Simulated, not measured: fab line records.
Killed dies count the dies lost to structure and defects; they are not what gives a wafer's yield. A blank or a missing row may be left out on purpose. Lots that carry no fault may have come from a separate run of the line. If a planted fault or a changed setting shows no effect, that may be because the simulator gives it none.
Chamber matching / flow nand-harc / pecvd-04 running NHARC_A_STAIRCASE_DEP_417: 3 sister chambers
The step deposits Si3N4, target thk 60 nm. 3 wafers are shown with their chamber, then 7 later ones without.

WAFERS PAIRED WITH THEIR CHAMBERS
wafer=L089.4; chamber=1; heater-power-w (W)=617
wafer=L089.5; chamber=0; heater-power-w (W)=810
wafer=L090.4; chamber=2; heater-power-w (W)=677

WAFERS WITHOUT THEIR CHAMBER
wafer=L090.5; heater-power-w (W)=661
wafer=L096.1; heater-power-w (W)=825
wafer=L096.2; heater-power-w (W)=598
wafer=L096.3; heater-power-w (W)=671
wafer=L095.1; heater-power-w (W)=554
wafer=L095.2; heater-power-w (W)=639
wafer=L095.5; heater-power-w (W)=822

WHICH CHAMBER EACH WENT THROUGH
wafer=L090.5; from the rows above=can't be placed: 2 or 1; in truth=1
wafer=L096.1; from the rows above=0; in truth=0
wafer=L096.2; from the rows above=1; in truth=1
wafer=L096.3; from the rows above=can't be placed: 2 or 1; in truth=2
wafer=L095.1; from the rows above=1; in truth=1
wafer=L095.2; from the rows above=can't be placed: 1 or 2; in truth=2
wafer=L095.5; from the rows above=0; in truth=0
Correct placement for 4 of the 7. Can't be placed from these rows: 3 (the true chamber is among the candidates in 3). 0 placed wrongly.
How it was worked out, from the rows above alone: a wafer's distance from a chamber is the root of the sum, over the readings, of the square of ((its reading less the chamber's mean) divided by the reading's scatter). If the next closest chamber is less than 2 further off than the closest, the wafer can't be placed; otherwise it belongs to the closest. A chamber's mean is the mean of its shown wafers. The scatter: root of mean squared gap, hidden wafer to nearest shown wafer, with one shown wafer a chamber.
